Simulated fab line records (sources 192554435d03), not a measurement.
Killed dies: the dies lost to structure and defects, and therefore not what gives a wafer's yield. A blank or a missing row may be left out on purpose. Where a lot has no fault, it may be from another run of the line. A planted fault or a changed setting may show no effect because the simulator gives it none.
fab line records	flow n5Finfet
record: lots: 24	wafers: 72	lastDay: 18
route steps=1938 shown BEOL_M15@1790 MIM_TOP@1834
lots that met no fault: from a run of the same line without faults
startH: hours from the record's first day to the start of the lot's first wafer shown	waitH: hours since the lot's step before	" as in the row above	L1.1+2: several wafers, shown together as one row	- no value, or no start was given	* or withheld: withheld	< > ~ a bound
route shown NAME@n: NAME is a module with steps in the file, n the number in the route of the first one	usual: average and standard deviation across the fault-free wafers	same: alike in all rows	chamber/n: place in a boat	sites: per-site readings	_std_site: standard deviation across them	_edge_site: the outer-site mean with the inner-site mean subtracted	radiusMm: how far each site lies from the wafer's centre	mask NAME#n: copy n	behind: tool/chamber where the wafer was last shaped	hold: why the lot went on hold/how many hours it stayed there/how the hold came to an end	device: whichever transistor did not switch (one of n, p or np)	end of line: tests of these same wafers at the route's end	where a step has no rows: the recipe by itself	killed: the dies lost at the first sort to structure and to defects; this is not the yield of the wafer	map: the dies of a wafer, with x for killed, . for not killed, _ for no die there
set.NAME: the run value of the setting; set.NAME@STEP: its run value at that earlier step	model.NAME: the simulator's own value behind a step, which no gauge read
route steps across a sampled set of lots; one table per step, one row per wafer
services: the hour from which a tool's chamber was out of use, counted from the record's first day as startH (under 0 if before that day), plus the number of hours and why
== steps ==
step: N5_BEOL_M15_STRIP_64
recipe: chemistry: O2	powerW: 600	tempC: 60	pressureMtorr: 30	rfFrequencyHz: 6e+07	biasPowerW: 0	overashFraction: 0.3	o2FlowSccm: 225
usual: drypumpMotorCurrentA: 5.7/0.38	oesProductAu: 0.82/0.094	rfVppV: 3.7/0.56	showerheadPlenumPTorr: 2.12/0.063	throttleValvePct: 16.60/0.27
same: biasPowerW: 0
lot.wafer	tool	chamber	startH	waitH	drypumpMotorCurrentA	oesProductAu	rfHoursCounterH	rfVppV	showerheadPlenumPTorr	throttleValvePct
L075.2	rieDiel-03	3	-	-	5.6	0.72	222	3.3	2.06	16.80
L075.3	"	1	"	"	5.5	0.97	4	3.8	2.04	16.23
L075.4	"	2	"	"	5.8	0.94	15	4.4	2.07	16.56
L074.4	rieDiel-02	3	-	-	5.6	0.69	250	3.3	2.16	16.71
L074.5	"	3	"	"	5.6	0.69	-	5.3	2.16	16.70
L074.6	"	2	"	"	5.1	0.73	-	3.0	2.18	17.02
L076.2	rieDiel-03	1	-	-	5.5	0.96	9	3.2	2.04	16.24
L076.3	"	2	"	"	5.8	0.93	19	2.8	2.07	16.57
L076.6	"	1	"	"	5.5	0.95	-	3.6	2.04	16.25
L077.1	rieDiel-06	1	-	-	5.8	0.70	240	3.7	2.16	16.98
L077.2	"	2	"	"	6.1	0.75	177	3.9	2.19	16.97
L077.4	"	0	"	"	5.3	0.82	-	3.9	2.13	16.63
L079.1	rieDiel-06	0	-	-	5.3	0.82	95	3.4	2.13	16.63
L079.4	"	1	"	"	5.8	0.71	246	3.4	2.16	17.00
L079.5	"	2	"	"	6.1	0.74	-	3.8	2.19	16.99
L078.1	rieDiel-03	3	-	-	5.5	0.71	234	3.2	2.06	16.79
L078.2	"	1	"	"	5.5	0.94	15	3.4	2.03	16.26
L078.4	"	0	"	"	5.3	0.75	182	3.4	2.19	16.80
L080.2	rieDiel-03	1	-	-	5.5	0.93	16	4.7	2.03	16.27
L080.4	"	3	"	"	5.6	0.71	234	3.6	2.06	16.79
L080.5	"	3	"	"	5.5	0.71	-	4.1	2.06	16.80
L081.3	rieDiel-03	0	-	-	5.3	0.76	185	3.1	2.19	16.79
L081.5	"	0	"	"	5.4	0.76	-	3.1	2.19	16.78
L081.6	"	3	"	"	5.6	0.71	-	3.3	2.06	16.83
L082.2	rieDiel-06	0	-	-	5.4	0.83	100	3.7	2.13	16.64
L082.3	"	3	"	"	5.7	0.94	12	3.2	2.14	16.41
L082.6	"	2	"	"	6.1	0.73	-	4.4	2.18	17.01
L085.3	rieDiel-03	0	-	-	5.3	0.74	196	3.9	2.19	16.80
L085.5	"	1	"	"	5.5	0.90	-	4.4	2.03	16.30
L085.6	"	0	"	"	5.3	0.74	-	4.3	2.19	16.80
L086.1	rieDiel-02	2	-	-	5.1	0.71	201	4.3	2.17	17.07
L086.3	"	1	"	"	6.0	0.74	190	3.9	2.07	16.34
L086.5	"	0	"	"	6.6	0.93	-	3.5	2.22	16.36
L083.3	rieDiel-03	0	-	-	5.3	0.74	196	4.5	2.19	16.81
L083.4	"	3	"	"	5.6	0.70	247	4.5	2.05	16.83
L083.5	"	2	"	"	5.8	0.90	-	3.1	2.06	16.60
L084.4	rieDiel-02	1	-	-	6.0	0.72	191	4.0	2.07	16.33
L084.5	"	3	"	"	5.6	0.94	-	3.4	2.15	16.26
L084.6	"	2	"	"	5.1	0.72	-	3.7	2.17	17.07
L088.2	rieDiel-02	3	-	-	5.6	0.94	20	3.3	2.15	16.23
L088.3	"	2	"	"	5.1	0.71	203	3.5	2.17	17.08
L088.6	"	3	"	"	5.6	0.95	-	3.7	2.15	16.24
L087.1	rieDiel-02	3	-	-	5.6	0.93	22	5.0	2.15	16.25
L087.3	"	1	"	"	6.0	0.73	195	2.9	2.07	16.35
L087.4	"	0	"	"	6.5	0.91	19	3.5	2.22	16.38
L091.1	rieDiel-06	0	-	-	5.4	0.81	117	4.5	2.12	16.68
L091.3	"	3	"	"	5.7	0.89	29	4.2	2.14	16.46
L091.6	"	3	"	"	5.7	0.89	-	3.4	2.14	16.44
L089.1	rieDiel-02	0	-	-	6.5	0.91	22	3.9	2.22	16.39
L089.2	"	1	"	"	6.0	0.72	198	3.2	2.07	16.34
L089.4	"	3	"	"	5.6	0.94	25	4.2	2.15	16.26
L090.3	rieDiel-03	3	-	-	5.5	0.70	250	4.3	2.05	16.84
L090.4	"	0	"	"	5.3	0.74	199	3.3	2.18	16.83
L090.5	"	0	"	"	5.4	0.74	-	3.6	2.18	16.83
L092.3	rieDiel-06	2	-	-	6.1	0.72	216	3.5	2.17	17.03
L092.4	"	3	"	"	5.7	0.87	38	3.0	2.14	16.46
L092.5	"	3	"	"	5.7	0.87	-	3.2	2.13	16.46
L094.1	rieDiel-06	2	-	-	6.1	0.71	217	3.8	2.17	17.04
L094.5	"	2	"	"	6.1	0.72	-	3.8	2.17	17.05
L094.6	"	3	"	"	5.7	0.87	-	3.4	2.13	16.46
L095.3	rieDiel-03	2	-	-	5.8	0.86	54	2.8	2.06	16.63
L095.4	"	3	"	"	5.6	0.95	3	4.1	2.05	16.32
L095.5	"	1	"	"	5.5	0.88	-	2.9	2.02	16.31
L093.1	rieDiel-03	0	-	-	5.3	0.73	215	3.9	2.18	16.84
L093.4	"	3	"	"	5.6	0.93	7	3.8	2.05	16.33
L093.6	"	2	"	"	5.8	0.87	-	4.3	2.06	16.64
L097.1	rieDiel-02	1	-	-	6.0	0.71	216	5.0	2.06	16.38
L097.2	"	3	"	"	5.6	0.91	43	4.0	2.14	16.28
L097.4	"	0	"	"	6.6	0.87	40	3.5	2.22	16.41
L096.1	rieDiel-02	2	-	-	5.1	0.69	227	4.1	2.16	17.12
L096.3	"	3	"	"	5.6	0.90	43	3.7	2.14	16.30
L096.6	"	0	"	"	6.5	0.87	-	4.5	2.21	16.42
step: N5_BEOL_M15_ETCH_57
recipe: chemistry: N2/H2	target: SOC	sourceW: 3000	biasW: 350	timeS: 750	ionEnergyEv: 200	pressureMtorr: 30	n2FlowSccm: 200	h2FlowSccm: 200
usual: drypumpMotorCurrentA: 5.7/0.38	oesProductAu: 0.82/0.1	rfVppV: 524.8/2	showerheadPlenumPTorr: 2.58/0.072	throttleValvePct: 17.70/0.25
same: timeS: 750
lot.wafer	tool	chamber	startH	waitH	drypumpMotorCurrentA	oesProductAu	rfHoursCounterH	rfVppV	showerheadPlenumPTorr	throttleValvePct
L075.2	rieDiel-03	0	255.08	-	5.3	0.76	171	524.6	2.65	17.90
L075.3	"	2	"	"	5.8	0.94	15	522.3	2.48	17.46
L075.4	"	1	"	"	5.5	0.98	4	523.2	2.48	17.35
L074.4	rieDiel-06	0	260.84	-	5.4	0.83	-	524.9	2.57	17.68
L074.5	"	1	"	"	5.8	0.71	-	524.6	2.61	17.91
L074.6	"	2	"	"	6.1	0.74	-	526.4	2.64	17.96
L076.2	rieDiel-02	2	271.85	-	5.1	0.73	181	526.4	2.63	18.01
L076.3	"	1	"	"	6.0	0.75	171	524.2	2.55	17.53
L076.6	"	2	"	"	5.1	0.72	-	526.3	2.63	17.99
L077.1	rieDiel-06	0	276.92	-	5.3	0.81	89	522.9	2.57	17.67
L077.2	"	2	"	"	6.1	0.73	177	526.0	2.64	17.97
L077.4	"	1	"	"	5.8	0.70	-	526.0	2.61	17.94
L079.1	rieDiel-02	0	296.00	-	6.6	0.99	0	529.6	2.73	17.58
L079.4	"	3	"	"	5.6	1.00	4	526.2	2.60	17.31
L079.5	"	0	"	"	6.6	0.99	-	529.0	2.73	17.59
L078.1	rieDiel-06	0	296.31	-	5.4	0.81	95	523.9	2.57	17.68
L078.2	"	1	"	"	5.8	0.69	247	526.3	2.60	17.97
L078.4	"	2	"	"	6.1	0.73	183	526.0	2.63	17.97
L080.2	rieDiel-02	3	297.40	-	5.6	0.98	5	524.4	2.60	17.30
L080.4	"	0	"	"	6.6	0.98	1	528.6	2.73	17.59
L080.5	"	0	"	"	6.6	0.97	-	527.7	2.73	17.60
L081.3	rieDiel-03	2	301.89	-	5.8	0.90	28	522.1	2.47	17.46
L081.5	"	1	"	"	5.5	0.92	-	522.5	2.48	17.38
L081.6	"	0	"	"	5.3	0.75	-	527.3	2.64	17.94
L082.2	rieDiel-02	2	311.28	-	5.1	0.72	193	526.9	2.62	18.01
L082.3	"	3	"	"	5.6	0.97	10	525.5	2.59	17.31
L082.6	"	2	"	"	5.1	0.72	-	527.0	2.62	18.03
L085.3	rieDiel-02	3	340.72	-	5.6	0.94	17	524.7	2.59	17.32
L085.5	"	1	"	"	6.1	0.73	-	523.4	2.54	17.57
L085.6	"	0	"	"	6.6	0.92	-	527.9	2.73	17.62
L086.1	rieDiel-03	3	340.91	-	5.6	0.70	247	523.0	2.51	18.10
L086.3	"	0	"	"	5.3	0.74	196	526.7	2.64	17.95
L086.5	"	2	"	"	5.8	0.89	-	522.7	2.47	17.49
L083.3	rieDiel-06	2	341.28	-	6.0	0.73	199	526.0	2.63	18.01
L083.4	"	1	"	"	5.8	0.98	4	525.8	2.60	17.46
L083.5	"	0	"	"	5.3	0.81	-	522.9	2.56	17.71
L084.4	rieDiel-06	1	345.44	-	5.8	0.97	6	525.0	2.60	17.45
L084.5	"	0	"	"	5.4	0.80	-	524.3	2.56	17.71
L084.6	"	1	"	"	5.8	0.98	-	527.3	2.60	17.45
L088.2	rieDiel-06	2	347.91	-	6.1	0.72	201	527.0	2.63	18.01
L088.3	"	0	"	"	5.4	0.80	112	525.9	2.56	17.70
L088.6	"	2	"	"	6.1	0.72	-	526.7	2.63	18.02
L087.1	rieDiel-02	0	353.06	-	6.6	0.91	20	528.3	2.72	17.63
L087.3	"	1	"	"	6.0	0.72	196	523.5	2.54	17.57
L087.4	"	2	"	"	5.1	0.71	207	526.6	2.62	18.05
L091.1	rieDiel-03	3	357.73	-	5.6	0.68	248	522.7	2.52	18.09
L091.3	"	0	"	"	5.4	0.74	197	524.4	2.64	17.95
L091.6	"	3	"	"	5.5	0.69	-	521.9	2.51	18.10
L089.1	rieDiel-02	3	359.30	-	5.6	0.93	26	524.0	2.59	17.35
L089.2	"	0	"	"	6.6	0.90	22	528.3	2.72	17.60
L089.4	"	2	"	"	5.1	0.70	210	524.4	2.62	18.04
L090.3	rieDiel-06	3	360.93	-	5.7	0.87	31	524.9	2.61	17.63
L090.4	"	0	"	"	5.3	0.79	-	523.7	2.56	17.72
L090.5	"	2	"	"	6.1	0.72	-	527.6	2.62	18.04
L092.3	rieDiel-03	0	385.09	-	5.4	0.73	207	526.0	2.64	17.95
L092.4	"	1	"	"	5.5	0.87	-	520.3	2.47	17.43
L092.5	"	0	"	"	5.4	0.73	-	525.2	2.64	17.98
L094.1	rieDiel-03	1	386.02	-	5.5	0.88	41	522.1	2.47	17.41
L094.5	"	3	"	"	5.6	0.98	-	521.4	2.51	17.61
L094.6	"	2	"	"	5.8	0.88	-	522.0	2.46	17.50
L095.3	rieDiel-03	0	394.17	-	5.4	0.73	211	526.6	2.63	17.96
L095.4	"	1	"	"	5.5	0.89	43	522.1	2.47	17.42
L095.5	"	2	"	"	5.8	0.86	-	522.6	2.46	17.53
L093.1	rieDiel-03	2	407.98	-	5.8	0.86	59	521.7	2.46	17.51
L093.4	"	1	"	"	5.6	0.88	47	522.8	2.46	17.44
L093.6	"	1	"	"	5.6	0.88	-	522.6	2.46	17.44
L097.1	rieDiel-06	0	416.23	-	5.4	0.78	136	524.7	2.55	17.75
L097.2	"	1	"	"	5.8	0.91	26	526.5	2.59	17.49
L097.4	"	3	"	"	5.7	0.86	48	524.1	2.60	17.67
L096.1	rieDiel-06	2	417.26	-	6.1	0.70	227	525.5	2.62	18.04
L096.3	"	0	"	"	5.3	0.77	136	524.2	2.55	17.75
L096.6	"	0	"	"	5.4	0.77	-	524.6	2.55	17.75
step: N5_BEOL_M15_SPUTTER_45
recipe: material: Cu	targetThkA: 1000	tempC: -20	biasV: 60	powerW: 26000	chamberPressurePa: 0.13	timeS: 16.67
usual: throttleValvePct: 30.0/1.1
same: timeS: 16.67
lot.wafer	tool	chamber	startH	waitH	throttleValvePct
L075.2	pvdSputter-03	-	262.03	0.0	30.9
L075.3	"	-	"	"	29.2
L075.4	"	-	"	"	28.7
L074.4	pvdSputter-03	-	263.97	0.0	29.0
L074.5	"	-	"	"	29.0
L074.6	"	-	"	"	28.9
L076.2	pvdSputter-01	-	274.66	0.0	30.7
L076.3	"	-	"	"	29.9
L076.6	"	-	"	"	30.3
L077.1	pvdSputter-03	-	279.61	0.0	28.7
L077.2	"	-	"	"	30.7
L077.4	"	-	"	"	29.1
L079.1	pvdSputter-03	-	299.26	0.0	28.7
L079.4	"	-	"	"	29.4
L079.5	"	-	"	"	30.9
L078.1	pvdSputter-01	-	299.55	0.0	30.3
L078.2	"	-	"	"	30.9
L078.4	"	-	"	"	27.9
L080.2	pvdSputter-01	-	302.23	0.0	27.5
L080.4	"	-	"	"	31.0
L080.5	"	-	"	"	30.8
L081.3	pvdSputter-02	-	305.39	0.0	30.7
L081.5	"	-	"	"	31.6
L081.6	"	-	"	"	30.7
L082.2	pvdSputter-03	-	314.97	0.0	29.0
L082.3	"	-	"	"	29.2
L082.6	"	-	"	"	29.2
L085.3	pvdSputter-01	-	345.40	0.0	27.8
L085.5	"	-	"	"	30.8
L085.6	"	-	"	"	30.0
L086.1	pvdSputter-02	-	348.91	0.0	30.6
L086.3	"	-	"	"	31.8
L086.5	"	-	"	"	31.5
L083.3	pvdSputter-01	-	351.16	0.0	30.4
L083.4	"	-	"	"	30.7
L083.5	"	-	"	"	28.0
L084.4	pvdSputter-03	-	351.52	0.0	29.0
L084.5	"	-	"	"	30.6
L084.6	"	-	"	"	29.4
L088.2	pvdSputter-01	-	351.56	0.0	28.0
L088.3	"	-	"	"	30.8
L088.6	"	-	"	"	30.6
L087.1	pvdSputter-01	-	357.71	0.0	30.3
L087.3	"	-	"	"	30.8
L087.4	"	-	"	"	30.6
L090.3	pvdSputter-03	-	364.44	0.0	29.4
L090.4	"	-	"	"	28.7
L090.5	"	-	"	"	29.1
L091.1	pvdSputter-02	-	365.07	0.0	29.6
L091.3	"	-	"	"	30.7
L091.6	"	-	"	"	32.0
L089.1	pvdSputter-01	-	365.09	0.0	30.5
L089.2	"	-	"	"	30.3
L089.4	"	-	"	"	27.9
L092.3	pvdSputter-03	-	391.45	0.0	29.2
L092.4	"	-	"	"	29.0
L092.5	"	-	"	"	29.4
L094.1	pvdSputter-01	-	393.57	0.0	30.4
L094.5	"	-	"	"	30.2
L094.6	"	-	"	"	30.7
L095.3	pvdSputter-03	-	398.72	0.0	29.0
L095.4	"	-	"	"	29.7
L095.5	"	-	"	"	28.5
L093.1	pvdSputter-01	-	413.86	0.0	30.7
L093.4	"	-	"	"	30.3
L093.6	"	-	"	"	30.7
L097.1	pvdSputter-02	-	420.22	0.0	31.5
L097.2	"	-	"	"	31.4
L097.4	"	-	"	"	30.8
L096.1	pvdSputter-02	-	424.04	0.0	31.5
L096.3	"	-	"	"	29.4
L096.6	"	-	"	"	29.5
step: N5_BEOL_M15_RS_MEAS_54
recipe: thkMeasGauge: four-point-probe	reads: Cu_of_BEOL_M15_ECD_47+Ta_of_BEOL_M15_SPUTTER_44+TaN_of_BEOL_M15_SPUTTER_43
usual: M15_RS: 0.0215/0.00048
lot.wafer	tool	chamber	startH	waitH	M15_RS[ohm/sq]
L075.2	filmMetro-01	-	263.12	0.1	0.0213
L075.3	"	-	"	"	0.0215
L075.4	"	-	"	"	0.0220
L074.4	filmMetro-02	-	265.58	0.0	0.0218
L074.5	"	-	"	"	0.0223
L074.6	"	-	"	"	0.0214
L076.2	filmMetro-02	-	275.74	0.1	0.0213
L076.3	"	-	"	"	0.0217
L076.6	"	-	"	"	0.0220
L077.1	filmMetro-01	-	280.69	0.0	0.0212
L077.2	"	-	"	"	0.0217
L077.4	"	-	"	"	0.0215
L079.1	filmMetro-02	-	300.34	0.0	0.0213
L079.4	"	-	"	"	0.0219
L079.5	"	-	"	"	0.0207
L078.1	filmMetro-02	-	300.63	0.0	0.0217
L078.2	"	-	"	"	0.0211
L078.4	"	-	"	"	0.0211
L080.2	filmMetro-02	-	303.32	0.1	0.0220
L080.4	"	-	"	"	0.0210
L080.5	"	-	"	"	0.0214
L081.3	filmMetro-02	-	306.47	0.1	0.0210
L081.5	"	-	"	"	0.0207
L081.6	"	-	"	"	0.0207
L082.2	filmMetro-02	-	316.05	0.1	0.0222
L082.3	"	-	"	"	0.0217
L082.6	"	-	"	"	0.0216
L085.3	filmMetro-02	-	346.94	0.1	0.0212
L085.5	"	-	"	"	0.0209
L085.6	"	-	"	"	0.0219
L086.1	filmMetro-02	-	350.12	0.0	0.0207
L086.3	"	-	"	"	0.0221
L086.5	"	-	"	"	0.0205
L083.3	filmMetro-01	-	352.51	0.1	0.0210
L083.4	"	-	"	"	0.0224
L083.5	"	-	"	"	0.0213
L084.4	filmMetro-02	-	352.78	0.0	0.0213
L084.5	"	-	"	"	0.0212
L084.6	"	-	"	"	0.0212
L088.2	filmMetro-02	-	353.42	0.1	0.0211
L088.3	"	-	"	"	0.0219
L088.6	"	-	"	"	0.0214
L087.1	filmMetro-02	-	358.88	0.0	0.0219
L087.3	"	-	"	"	0.0214
L087.4	"	-	"	"	0.0220
L090.3	filmMetro-02	-	365.52	0.1	0.0209
L090.4	"	-	"	"	0.0218
L090.5	"	-	"	"	0.0216
L091.1	filmMetro-02	-	366.29	0.0	0.0220
L091.3	"	-	"	"	0.0213
L091.6	"	-	"	"	0.0221
L089.1	filmMetro-01	-	366.75	0.0	0.0220
L089.2	"	-	"	"	0.0216
L089.4	"	-	"	"	0.0216
L092.3	filmMetro-02	-	392.53	0.1	0.0219
L092.4	"	-	"	"	0.0214
L092.5	"	-	"	"	0.0214
L094.1	filmMetro-01	-	394.69	0.1	0.0212
L094.5	"	-	"	"	0.0222
L094.6	"	-	"	"	0.0207
L095.3	filmMetro-02	-	399.83	0.1	0.0220
L095.4	"	-	"	"	0.0215
L095.5	"	-	"	"	0.0216
L093.1	filmMetro-01	-	415.05	0.0	0.0212
L093.4	"	-	"	"	0.0218
L093.6	"	-	"	"	0.0214
L097.1	filmMetro-01	-	421.31	0.0	0.0208
L097.2	"	-	"	"	0.0213
L097.4	"	-	"	"	0.0224
L096.1	filmMetro-01	-	425.87	0.0	0.0214
L096.3	"	-	"	"	0.0206
L096.6	"	-	"	"	0.0211
step: N5_MIM_TOP_ALD_00
recipe: material: Al2O3	targetThkA: *	tempC: withheld	aldPrecursorFamily: TMA	aldCoReactant: O3	pulseTimeS: withheld	purgeTimeS: 3	coReactantPurgeTimeS: withheld	coReactantPulseTimeS: 3	aldCycles: withheld
usual: precursorPulseHeightRel: 1.001/0.021
lot.wafer	tool	chamber	startH	waitH	precursorPulseHeightRel
L075.2	aldHk-01	3	264.80	0.1	1.024
L075.3	"	2	"	"	0.997
L075.4	"	0	"	"	0.972
L074.4	aldHk-02	1	268.96	0.1	1.018
L074.5	"	0	"	"	1.026
L074.6	"	3	"	"	1.000
L076.2	aldHk-02	3	277.68	0.1	1.031
L076.3	"	2	"	"	0.981
L076.6	"	3	"	"	1.048
L077.1	aldHk-01	1	284.67	0.1	0.988
L077.2	"	3	"	"	1.012
L077.4	"	0	"	"	1.008
L079.1	aldHk-03	0	302.01	0.1	1.010
L079.4	"	2	"	"	0.973
L079.5	"	1	"	"	0.991
L078.1	aldHk-03	3	302.57	0.1	0.991
L078.2	"	1	"	"	0.963
L078.4	"	0	"	"	1.006
L080.2	aldHk-03	0	305.13	0.1	1.006
L080.4	"	2	"	"	0.968
L080.5	"	3	"	"	0.998
L081.3	aldHk-02	0	308.34	0.1	1.009
L081.5	"	0	"	"	0.992
L081.6	"	3	"	"	1.016
L082.2	aldHk-02	1	318.48	0.1	1.018
L082.3	"	3	"	"	1.021
L082.6	"	3	"	"	1.007
L085.3	aldHk-03	1	348.52	0.1	1.015
L085.5	"	1	"	"	1.021
L085.6	"	2	"	"	0.983
L086.1	aldHk-01	0	351.82	0.1	0.990
L086.3	"	2	"	"	0.992
L086.5	"	3	"	"	1.033
L083.3	aldHk-02	2	353.92	0.1	0.996
L083.4	"	0	"	"	1.016
L083.5	"	0	"	"	0.982
L084.4	aldHk-03	2	354.00	0.1	1.035
L084.5	"	2	"	"	0.994
L084.6	"	3	"	"	1.009
L088.2	aldHk-02	0	356.53	0.1	0.972
L088.3	"	2	"	"	1.016
L088.6	"	3	"	"	1.000
L087.1	aldHk-02	2	362.75	0.1	0.996
L087.3	"	1	"	"	1.002
L087.4	"	3	"	"	0.986
L090.3	aldHk-03	0	368.61	0.1	0.990
L090.4	"	1	"	"	0.981
L090.5	"	0	"	"	1.020
L091.1	aldHk-02	1	368.93	0.1	1.002
L091.3	"	2	"	"	0.962
L091.6	"	2	"	"	0.986
L089.1	aldHk-03	3	369.19	0.1	1.022
L089.2	"	0	"	"	1.006
L089.4	"	2	"	"	0.998
L092.3	aldHk-02	2	394.33	0.1	0.956
L092.4	"	0	"	"	0.997
L092.5	"	1	"	"	0.951
L094.1	aldHk-02	1	397.94	0.1	0.951
L094.5	"	0	"	"	0.995
L094.6	"	3	"	"	1.013
L095.3	aldHk-03	3	401.92	0.1	1.018
L095.4	"	0	"	"	1.007
L095.5	"	1	"	"	1.000
L093.1	aldHk-03	3	416.72	0.1	1.050
L093.4	"	1	"	"	1.026
L093.6	"	3	"	"	0.974
L097.1	aldHk-03	2	423.82	0.1	0.994
L097.2	"	0	"	"	1.010
L097.4	"	3	"	"	1.007
L096.1	aldHk-03	3	428.79	0.1	1.004
L096.3	"	1	"	"	0.959
L096.6	"	3	"	"	1.042
step: N5_MIM_TOP_DEGAS_04
recipe: ambient: vacuum	tempC: 300	timeS: 60
usual: heaterPowerW: 460/43
same: timeS: 60
lot.wafer	tool	chamber	startH	waitH	heaterPowerW
L075.2	pvdSputter-02	-	268.20	-	405
L075.3	"	-	"	"	436
L075.4	"	-	"	"	572
L074.4	pvdSputter-03	-	269.48	-	428
L074.5	"	-	"	"	437
L074.6	"	-	"	"	525
L076.2	pvdSputter-03	-	278.89	-	432
L076.3	"	-	"	"	507
L076.6	"	-	"	"	516
L077.1	pvdSputter-01	-	285.45	-	474
L077.2	"	-	"	"	430
L077.4	"	-	"	"	448
L079.1	pvdSputter-02	-	304.11	-	576
L079.4	"	-	"	"	399
L079.5	"	-	"	"	571
L078.1	pvdSputter-02	-	304.23	-	482
L078.2	"	-	"	"	435
L078.4	"	-	"	"	559
L080.2	pvdSputter-02	-	305.66	-	557
L080.4	"	-	"	"	404
L080.5	"	-	"	"	408
L081.3	pvdSputter-03	-	310.11	-	430
L081.5	"	-	"	"	527
L081.6	"	-	"	"	438
L082.2	pvdSputter-02	-	321.00	-	443
L082.3	"	-	"	"	398
L082.6	"	-	"	"	468
L085.3	pvdSputter-03	-	349.16	-	519
L085.5	"	-	"	"	433
L085.6	"	-	"	"	439
L086.1	pvdSputter-01	-	352.31	-	480
L086.3	"	-	"	"	438
L086.5	"	-	"	"	469
L083.3	pvdSputter-03	-	354.39	-	424
L083.4	"	-	"	"	454
L083.5	"	-	"	"	431
L084.4	pvdSputter-01	-	354.89	-	435
L084.5	"	-	"	"	462
L084.6	"	-	"	"	441
L088.2	pvdSputter-01	-	357.31	-	434
L088.3	"	-	"	"	462
L088.6	"	-	"	"	444
L087.1	pvdSputter-01	-	363.99	-	428
L087.3	"	-	"	"	460
L087.4	"	-	"	"	456
L090.3	pvdSputter-02	-	369.75	-	402
L090.4	"	-	"	"	437
L090.5	"	-	"	"	467
L091.1	pvdSputter-01	-	369.81	-	435
L091.3	"	-	"	"	443
L091.6	"	-	"	"	457
L089.1	pvdSputter-01	-	370.01	-	458
L089.2	"	-	"	"	476
L089.4	"	-	"	"	440
L092.3	pvdSputter-03	-	394.78	-	437
L092.4	"	-	"	"	506
L092.5	"	-	"	"	423
L094.1	pvdSputter-03	-	399.08	-	435
L094.5	"	-	"	"	442
L094.6	"	-	"	"	521
L095.3	pvdSputter-03	-	404.76	-	517
L095.4	"	-	"	"	443
L095.5	"	-	"	"	521
L093.1	pvdSputter-02	-	419.56	-	557
L093.4	"	-	"	"	453
L093.6	"	-	"	"	556
L097.1	pvdSputter-03	-	424.80	-	443
L097.2	"	-	"	"	435
L097.4	"	-	"	"	440
L096.1	pvdSputter-02	-	429.81	-	452
L096.3	"	-	"	"	555
L096.6	"	-	"	"	559
== services ==
tool	chamber	startH	hours	kind
aldHk-02	-	246.76	0.2	repair
rieDiel-06	3	250.46	-	clean
rieDiel-06	3	250.46	-	consumableReplace:focusRing
rieDiel-06	3	250.46	18.2	scheduledDown
rieDiel-06	3	250.46	18.2	ventCycle
rieDiel-02	3	261.39	-	clean
rieDiel-02	3	261.39	-	consumableReplace:focusRing
aldHk-02	-	285.95	4.1	repair
aldHk-02	-	297.90	10.0	repair
aldHk-01	-	298.90	14.6	pm
aldHk-01	-	313.50	2.8	pm
rieDiel-02	-	315.59	2.8	pm
rieDiel-03	-	343.13	14.6	pm
aldHk-02	-	350.44	0.6	repair
rieDiel-06	1	352.47	9.0	repair
rieDiel-03	3	364.27	-	clean
rieDiel-03	3	364.27	-	consumableReplace:esc
rieDiel-03	3	364.27	-	consumableReplace:focusRing
rieDiel-03	3	364.27	21.6	scheduledDown
rieDiel-03	3	364.27	21.6	ventCycle
aldHk-01	-	365.41	17.9	repair
rieDiel-03	1	388.84	3.2	repair
aldHk-03	-	406.36	6.0	pm
pvdSputter-01	-	408.88	1.5	repair
== key ==
fault none
